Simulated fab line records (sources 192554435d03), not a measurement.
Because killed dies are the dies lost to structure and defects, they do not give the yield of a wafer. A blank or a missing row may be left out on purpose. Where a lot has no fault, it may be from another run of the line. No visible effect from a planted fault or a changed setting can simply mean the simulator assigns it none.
Which of the tools did it? :: flow n5Finfet :: 24 lots, 72 wafers sampled, at 1 step of a route of 1938

== WHAT THE GAUGES SHOWED, per wafer ==
N5_BEOL_M1_OVL_MEAS_29.
lot: L074
measured: day 6 02:58
on: overlay-02
V0_OVL (nm): -0.3 0.3 -0.1

lot: L075
measured: day 6 17:16
on: overlay-01
V0_OVL (nm): -1.0 0.6 -0.1

lot: L076
measured: day 6 18:47
on: overlay-02
V0_OVL (nm): -0.7 -1.1 -1.7

lot: L077
measured: day 6 21:02
on: overlay-01
V0_OVL (nm): -0.9 -1.4 0.1

lot: L078
measured: day 6 21:14
on: overlay-02
V0_OVL (nm): -0.2 -0.1 -0.2

lot: L079
measured: day 8 00:55
on: overlay-02
V0_OVL (nm): -1.1 -0.4 -0.6

lot: L080
measured: day 8 02:17
on: overlay-01
V0_OVL (nm): -1.2 -1.0 -0.7

lot: L081
measured: day 8 07:19
on: overlay-01
V0_OVL (nm): -0.2 -1.3 -0.8

lot: L082
measured: day 10 02:02
on: overlay-01
V0_OVL (nm): -0.1 -1.1 -1.2

lot: L083
measured: day 10 07:05
on: overlay-01
V0_OVL (nm): -0.9 -1.3 -1.0

lot: L084
measured: day 10 07:08
on: overlay-02
V0_OVL (nm): -0.4 0.0 -0.1

lot: L085
measured: day 10 21:40
on: overlay-01
V0_OVL (nm): -0.1 -0.2 0.0

lot: L086
measured: day 10 23:50
on: overlay-02
V0_OVL (nm): -1.3 -0.9 0.1

lot: L087
measured: day 11 00:54
on: overlay-02
V0_OVL (nm): 0.0 -0.9 -1.1

lot: L088
measured: day 11 03:01
on: overlay-01
V0_OVL (nm): 1.1 0.7 0.2

lot: L089
measured: day 12 08:07
on: overlay-01
V0_OVL (nm): -0.7 -1.4 -0.3

lot: L090
measured: day 12 08:34
on: overlay-01
V0_OVL (nm): -0.6 0.2 -0.4

lot: L091
measured: day 12 11:00
on: overlay-01
V0_OVL (nm): 0.5 -1.2 0.3

lot: L092
measured: day 12 12:01
on: overlay-02
V0_OVL (nm): -0.3 -0.7 -0.9

lot: L093
measured: day 12 12:49
on: overlay-02
V0_OVL (nm): 0.0 -0.2 0.4

lot: L096
measured: day 13 21:46
on: overlay-02
V0_OVL (nm): 0.2 1.0 0.4

lot: L095
measured: day 13 22:02
on: overlay-01
V0_OVL (nm): -0.1 0.2 -0.2

lot: L094
measured: day 13 22:13
on: overlay-01
V0_OVL (nm): -0.5 -0.1 -1.5

lot: L097
measured: day 13 22:20
on: overlay-02
V0_OVL (nm): -1.1 -0.4 -1.3

== WHICH TOOL RAN EACH LOT (tool, then ch and the chambers of the sampled wafers, then the start) ==
No process step before these readings appears in the record.

== WHAT THE TOOLS THEMSELVES READ (means of the sampled wafers that have a number; where no wafer has one, the mark that the record gives instead) ==
The record holds no such reading with a usual standard deviation.

== THE ANSWER, worked out from the rows above alone ==
Rule: usual is defined by the lots themselves. The widest of any qualifying gaps counts: lots, ordered by their means at a reading, are off when they make up no more than a third of the lots, leave a main group of 4 or more, and stand apart from it by 3 or more times the standard deviation of that group's means. A main group whose means are all the same, to the digits that the tables above print for the reading, isn't used. Also off: a lot with no number at a reading for which 4 or more lots have one. Where the step has rows for the other lots, those lots are counted as sound. The gauges are gone through in route order, then the tools' own readings, and for those a lot's mean is taken as printed above. At the first step where some lot is off, the reading lying furthest off is the one used; lots without a number count as furthest.
Across all readings shown, no lot is off: no conclusion can be drawn from this.

== WHAT THE SIMULATOR HAD INSERTED ==
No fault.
